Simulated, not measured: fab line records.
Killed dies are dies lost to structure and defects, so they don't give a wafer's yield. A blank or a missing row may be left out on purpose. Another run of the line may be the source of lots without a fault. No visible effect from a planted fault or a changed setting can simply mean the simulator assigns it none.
Chamber matching -- flow nand-harc -- rie-diel-04 running NHARC_A_CONTACT_DESCUM_74: 4 sister chambers
The step chemistry O2, time 3 s. 4 wafers are shown with their chamber, then 10 later ones without.

== WAFERS, EACH WITH ITS CHAMBER ==
wafer,chamber,drypump-motor-current-A (A)
L082.4,0,6.0
L086.1,2,5.8
L085.1,3,5.4
L085.2,1,5.0

== WAFERS WITHOUT THEIR CHAMBER ==
wafer,drypump-motor-current-A (A)
L085.3,5.8
L093.2,5.4
L093.3,5.1
L093.4,5.8
L094.1,5.0
L094.2,5.4
L094.5,5.8
L096.1,5.4
L096.2,5.8
L096.6,5.4

== EACH ONE'S CHAMBER ==
wafer,from the rows above,in truth
L085.3,2,2
L093.2,3,3
L093.3,1,1
L093.4,2,2
L094.1,1,1
L094.2,3,3
L094.5,2,2
L096.1,3,3
L096.2,2,2
L096.6,3,3
Correctly placed: 10 of 10. Can't be placed from these rows: 0. Number placed wrongly: 0.
How it was worked out, from the rows above alone: a wafer's distance from a chamber is the root of the sum, over the readings, of the square of ((its reading less the chamber's mean) divided by the reading's scatter). If the next closest chamber is less than 2 further off than the closest, the wafer can't be placed; otherwise it belongs to the closest. For every chamber, the mean is computed from those of its wafers that are shown. The scatter (one wafer shown for each chamber): square how far every hidden wafer sits from the nearest shown wafer, average those squares and take the square root.
